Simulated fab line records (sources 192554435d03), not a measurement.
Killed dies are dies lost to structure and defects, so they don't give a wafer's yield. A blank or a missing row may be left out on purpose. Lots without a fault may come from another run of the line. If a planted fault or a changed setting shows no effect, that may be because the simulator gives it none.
2 desks, one fault | flow n5Finfet | numbers are kept per desk, each desk with only its own; the story behind them comes last

== TOOL OWNER'S DESK, pecvd-02 ==
The tool's own readings at N5_BEOL_M3_PECVD_72 (deposits SiO2 from TEOS/O2, target thk 16 nm, time 18 s): means of the sampled wafers that have a number, for each lot that ran on this tool. Marked OUT: a lot whose mean sits more than 4 standard deviations from the usual mean, which makes it out of limits; the brackets give that distance.
Columns: A = chamberPressureTorr at N5_BEOL_M3_PECVD_72, usual 5.502 Torr; B = heaterPowerOuterW at N5_BEOL_M3_PECVD_72, usual 428 W; C = heaterPowerW at N5_BEOL_M3_PECVD_72, usual 723 W; D = showerheadPlenumPTorr at N5_BEOL_M3_PECVD_72, usual 8.79 Torr; E = showerheadVppV at N5_BEOL_M3_PECVD_72, usual 1285 V; F = throttleValvePct at N5_BEOL_M3_PECVD_72, usual 22.5 %
lot  | first seen here | A     | B   | C   | D    | E    | F
L334 | day 8 18:14     | 5.506 | 446 | 752 | 8.83 | 1281 | 22.5
L337 | day 10 00:30    | 5.507 | 444 | 700 | 8.80 | 1288 | 22.3
L348 | day 13 00:07    | 5.506 | 396 | 692 | 8.86 | 1309 | 22.1
L349 | day 13 03:23    | 5.496 | 404 | 698 | 8.83 | 1300 | 22.4
Finding of this desk: none of the 4 lots has anything out of limits.

== THE METROLOGY DESK ==
What the gauges read, lot by lot, whatever tool the lot ran on: means of the sampled wafers that have a number. Marked OUT: a lot whose mean sits more than 4 standard deviations from the usual mean, which makes it out of limits; the brackets give that distance. Only the readings that lie furthest out on some lot appear, 7 of the 10 it has.
Columns: A = DIBL_N at N5_BEOL_M4_RC_MEAS_101, usual 36.4 mV/V; B = DIBL_P at N5_BEOL_M4_RC_MEAS_101, usual 36.1 mV/V; C = IOFF_N at N5_BEOL_M4_RC_MEAS_101, usual 0.156 nA/um; D = IOFF_P at N5_BEOL_M4_RC_MEAS_101, usual 0.21 nA/um; E = SS_N at N5_BEOL_M4_RC_MEAS_101, usual 71.5 mV/dec; F = VT_N at N5_BEOL_M4_RC_MEAS_101, usual 250.0 mV; G = VT_P at N5_BEOL_M4_RC_MEAS_101, usual -250 mV
lot  | first seen here | A    | B    | C     | D    | E    | F     | G
L328 | day 8 05:44     | 37.6 | 38.4 | 0.185 | 0.23 | 72.2 | 246.2 | -250
L329 | day 8 06:26     | 36.3 | 37.4 | 0.171 | 0.21 | 71.5 | 247.6 | -253
L332 | day 8 23:57     | 37.3 | 36.2 | 0.187 | 0.28 | 71.7 | 248.5 | -243
L333 | day 9 03:59     | 35.4 | 35.1 | 0.155 | 0.22 | 71.2 | 249.5 | -247
L334 | day 9 11:13     | 37.7 | 37.9 | 0.173 | 0.21 | 71.8 | 248.8 | -249
L337 | day 10 16:43    | 39.3 | 39.2 | 0.201 | 0.27 | 72.3 | 245.3 | -246
L340 | day 11 03:54    | 35.7 | 34.4 | 0.144 | 0.18 | 71.6 | 251.7 | -254
L341 | day 11 12:38    | 36.3 | 35.2 | 0.147 | 0.18 | 71.2 | 252.0 | -254
L348 | day 14 02:38    | 36.5 | 36.7 | 0.162 | 0.21 | 71.5 | 249.9 | -252
L349 | day 14 02:44    | 35.3 | 35.0 | 0.146 | 0.18 | 71.6 | 249.4 | -254
Finding of this desk: none of the 10 lots has anything out of limits.

== PUT TOGETHER ==
The desk of the tool owner found nothing out of limits.
Metrology desk: nothing out of limits seen.

== WHAT THE SIMULATOR HAD PUT IN ==
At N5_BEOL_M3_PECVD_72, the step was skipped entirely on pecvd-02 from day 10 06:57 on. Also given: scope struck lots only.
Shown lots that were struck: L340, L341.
